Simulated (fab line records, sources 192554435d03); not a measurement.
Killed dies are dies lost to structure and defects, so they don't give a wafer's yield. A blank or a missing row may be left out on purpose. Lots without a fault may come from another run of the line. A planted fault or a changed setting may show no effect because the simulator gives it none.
Problem report in the 8D (eight disciplines) form, filled by code | flow n5_finfet | the parts of the form that need people (team, actions taken, sign-off) are left out

1. THE PROBLEM
run_length_s at N5_BEOL_M2_CO_CAP_55 reads a mean of 216.0 s on 1 wafer of 1 lot; wafers without a fault read 125.0 s with a standard deviation of 0.65. That is +99 or more standard deviations from the usual mean.
The step: material Co, precursor CCTBA/H2, target thk 2 nm, time 102.1 s.
First seen on wafer L984.6, day 10 16:54, on cvd_co-01. The record holds 30 wafers of 10 lots with a number at this step. Rule for "out", or "out of limits": more than 4 standard deviations from the usual mean. The other wafers with a number count as sound.

2. WHAT IT IS AND WHAT IT IS NOT
question                    | is                | is not
which readings at this step | run_length_s      | chamber_pressure_Torr, heater_power_w
which lots                  | L984              | L969, L970, L971, L973, L974, L975, L976, L979, L982
which wafers of those lots  | L984.6            | L984.1, L984.5
read on which tools         | cvd_co-01         | cvd_co-02
when                        | from day 10 16:54 | up to then (29 sound wafers)

3. SUSPECTS, AND WHAT RULES EACH OUT
Counting: a tool at a process step up to the reading stays a suspect if it ran every lot that is out. Sound lots after the first of them don't rule it out here, since some wafers of a struck lot are sound.
- pvd_sputter-01 at N5_BEOL_M2_SPUTTER_96 (material Cu, target thk 4.5 nm, time 8.29 s): kept. It ran the lot that is out, L984 (day 10 15:49); its last sound lot up to then is L982 (day 10 08:36).
- cvd_co-01 at N5_BEOL_M2_CO_CAP_55 (material Co, precursor CCTBA/H2, target thk 2 nm, time 102.1 s): kept. It ran the lot that is out, L984 (day 10 16:54); its last sound lot up to then is L979 (day 9 22:41). Its own readings are out on those wafers: run_length_s.
- Within cvd_co-01 at N5_BEOL_M2_CO_CAP_55: the wafers that are out ran in chamber 2; their sound lot-mates ran in chambers 0, 1.
Left after counting: pvd_sputter-01 at N5_BEOL_M2_SPUTTER_96, cvd_co-01 at N5_BEOL_M2_CO_CAP_55.

4. THE CAUSE (what the simulator had put in)
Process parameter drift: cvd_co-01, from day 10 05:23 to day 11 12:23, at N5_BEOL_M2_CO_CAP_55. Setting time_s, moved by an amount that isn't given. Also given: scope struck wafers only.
Counting left 2 suspects, and this tool is among them.

5. THE CHAIN OF EFFECTS, in route order
Each row: a reading whose mean over the struck wafers that have a number lies more than 3 standard deviations from the usual. Only readings for which the record gives a usual standard deviation are gone through. hours: the time from each lot's start at the first step in this table that gives one to its start at this step, as a median over the lots. sigmas: the change in usual standard deviations.
hours | step                 | reading      | usual   | on struck wafers | change | sigmas
0     | N5_BEOL_M2_CO_CAP_55 | run_length_s | 125.0 s | 216.0            | +91.0  | +99 or more
The process steps in it:
- N5_BEOL_M2_CO_CAP_55: material Co, precursor CCTBA/H2, target thk 2 nm, time 102.1 s.
Later measuring or inspecting steps at which every struck wafer that the step has a row for has a number for every such reading, and none has moved that far: N5_BEOL_M4_RC_MEAS_101.

6. WHAT WOULD HAVE CAUGHT IT SOONER
In this record the first reading out of limits was taken at day 10 16:54, 12 hours after the fault began at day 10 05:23.
